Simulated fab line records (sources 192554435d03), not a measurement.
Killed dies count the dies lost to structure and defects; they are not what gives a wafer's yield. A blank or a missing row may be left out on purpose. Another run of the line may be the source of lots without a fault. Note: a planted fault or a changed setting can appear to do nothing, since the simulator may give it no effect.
Matching of chambers :: flow n5-finfet :: rie-diel-02 running N5_MOL_CONTACT_COAG_ETCH_47: 4 sister chambers
The step etches SiNx in CH3F/O2, stops on W, target depth 27 nm. 8 wafers are shown with their chamber, then 8 later ones without.

## WAFERS WITH THEIR CHAMBER
wafer: L081.3
chamber: 0
rf-vpp-V (V): 307
etch-rf-on-time-s (s): 30.9

wafer: L081.5
chamber: 3
rf-vpp-V (V): 298
etch-rf-on-time-s (s): 30.9

wafer: L083.1
chamber: 1
rf-vpp-V (V): 300
etch-rf-on-time-s (s): 30.8

wafer: L083.4
chamber: 3
rf-vpp-V (V): 298
etch-rf-on-time-s (s): 31.7

wafer: L087.1
chamber: 0
rf-vpp-V (V): 307
etch-rf-on-time-s (s): 30.9

wafer: L087.2
chamber: 1
rf-vpp-V (V): 300
etch-rf-on-time-s (s): 30.9

wafer: L087.3
chamber: 2
rf-vpp-V (V): 303
etch-rf-on-time-s (s): 29.5

wafer: L088.2
chamber: 2
rf-vpp-V (V): 304
etch-rf-on-time-s (s): 30.3

## WAFERS WITH NO CHAMBER GIVEN
wafer: L088.3
rf-vpp-V (V): 301
etch-rf-on-time-s (s): 31.2

wafer: L088.5
rf-vpp-V (V): 304
etch-rf-on-time-s (s): 30.0

wafer: L091.1
rf-vpp-V (V): 301
etch-rf-on-time-s (s): 31.1

wafer: L091.2
rf-vpp-V (V): 305
etch-rf-on-time-s (s): 31.4

wafer: L091.3
rf-vpp-V (V): 304
etch-rf-on-time-s (s): 29.9

wafer: L094.3
rf-vpp-V (V): 298
etch-rf-on-time-s (s): 31.2

wafer: L094.4
rf-vpp-V (V): 299
etch-rf-on-time-s (s): 31.1

wafer: L094.5
rf-vpp-V (V): 302
etch-rf-on-time-s (s): 31.3

## THE CHAMBER EACH PASSED THROUGH
wafer: L088.3
from the rows above: 1
in truth: 1

wafer: L088.5
from the rows above: 2
in truth: 2

wafer: L091.1
from the rows above: 1
in truth: 1

wafer: L091.2
from the rows above: can't be placed: 2 or 0
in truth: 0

wafer: L091.3
from the rows above: 2
in truth: 2

wafer: L094.3
from the rows above: 3
in truth: 3

wafer: L094.4
from the rows above: can't be placed: 3 or 1
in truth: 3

wafer: L094.5
from the rows above: can't be placed: 2 or 1
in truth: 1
Correctly placed: 5 of 8. These rows do not allow placing 3 (true chamber among the candidates in 3). 0 placed wrongly.
How it was worked out, from the rows above alone: a wafer's distance from a chamber is the root of the sum, over the readings, of the square of ((its reading less the chamber's mean) divided by the reading's scatter). The wafer belongs to the nearest chamber; if the next one is less than 2 further off, it can't be placed. For every chamber, the mean is computed from those of its wafers that are shown. How the scatter is found: for the shown wafers, subtract from each reading the mean of its chamber, square and add these, divide the total by (wafers less chambers), then take the root.
